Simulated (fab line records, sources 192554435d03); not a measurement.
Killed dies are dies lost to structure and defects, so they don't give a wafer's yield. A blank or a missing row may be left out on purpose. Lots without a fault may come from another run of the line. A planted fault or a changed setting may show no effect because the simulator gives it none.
Problem report in the 8D (eight disciplines) form, filled by code | flow n5_finfet | the parts of the form that need people (team, actions taken, sign-off) are left out

1. THE PROBLEM
run_length_s at N5_BEOL_M13_ETCH_59 reads a mean of 77.2 s on 2 wafers of 2 lots; wafers without a fault read 91.2 s with a standard deviation of 0.49. That is -28 standard deviations from the usual mean.
The step: etches BARC in N2/H2, target depth 89 nm, overetch 26.7 nm, time 67.9 s.
First seen on wafer L832.2, day 13 22:16, on rie_diel-06. The record holds 17 wafers of 6 lots with a number at this step. Rule for "out", or "out of limits": more than 4 standard deviations from the usual mean. The other wafers with a number count as sound.

2. WHAT IT IS AND WHAT IT IS NOT
question                    | is                | is not
which readings at this step | run_length_s      | drypump_motor_current_A, oes_product_au, rf_vpp_V, showerhead_plenum_p_Torr, throttle_valve_pct
which lots                  | L832, L833        | L830, L836, L838, L840
which wafers of those lots  | L832.2, L833.2    | L832.5, L832.6, L833.4
read on which tools         | rie_diel-06       | rie_diel-02, rie_diel-04
when                        | from day 13 22:16 | up to then (5 sound wafers); but 10 sound wafers of L833, L836, L838, L840 came after

3. SUSPECTS, AND WHAT RULES EACH OUT
Counting: a tool at a process step up to the reading stays a suspect if it ran every lot that is out. Sound lots after the first of them don't rule it out here, since some wafers of a struck lot are sound.
- rie_diel-06 at N5_BEOL_M13_DESCUM_15 (chemistry O2, time 7.9 s): kept. It ran every lot that is out, first L832 (day 13 22:13); its last sound lot up to then is L830 (day 13 16:19).
- rie_diel-06 at N5_BEOL_M13_ETCH_59 (etches BARC in N2/H2, target depth 89 nm, overetch 26.7 nm, time 67.9 s): kept. It ran every lot that is out, first L832 (day 13 22:16); its last sound lot up to then is L830 (day 13 16:21). Its own readings are out on those wafers: run_length_s.
- Within rie_diel-06 at N5_BEOL_M13_DESCUM_15: the wafers that are out ran in chamber 3; their sound lot-mates ran in chambers 0, 1, 2.
- Within rie_diel-06 at N5_BEOL_M13_ETCH_59: the wafers that are out ran in chamber 3; their sound lot-mates ran in chambers 0, 1, 2.
Left after counting: rie_diel-06 at N5_BEOL_M13_DESCUM_15, rie_diel-06 at N5_BEOL_M13_ETCH_59.

4. THE CAUSE (what the simulator had put in)
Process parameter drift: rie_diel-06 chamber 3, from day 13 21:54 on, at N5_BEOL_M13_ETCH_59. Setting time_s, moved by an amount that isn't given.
Counting left 2 suspects, and this tool is among them.

5. THE CHAIN OF EFFECTS, in route order
Each row: a reading whose mean over the struck wafers that have a number lies more than 3 standard deviations from the usual. Only readings for which the record gives a usual standard deviation are gone through. hours: the time from each lot's start at the first step in this table that gives one to its start at this step, as a median over the lots. sigmas: the change in usual standard deviations.
hours | step                 | reading                  | usual  | on struck wafers | change | sigmas
0     | N5_BEOL_M13_ETCH_59  | run_length_s             | 91.2 s | 77.2             | -14.0  | -28
0     | N5_BEOL_M13_STRIP_63 | strip_time_to_endpoint_s | 28.1 s | 32.6             | +4.5   | +3.5
The process steps in it:
- N5_BEOL_M13_ETCH_59: etches BARC in N2/H2, target depth 89 nm, overetch 26.7 nm, time 67.9 s.
- N5_BEOL_M13_STRIP_63: strips in N2/H2.
Readings that are blank on the struck wafers while sound wafers have them: bias_w at N5_BEOL_M13_ETCH_59; rf_fwd_power_W at N5_BEOL_M13_ETCH_59.

6. WHAT WOULD HAVE CAUGHT IT SOONER
In this record the first reading out of limits was taken at day 13 22:16, 0 hours after the fault began at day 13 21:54.
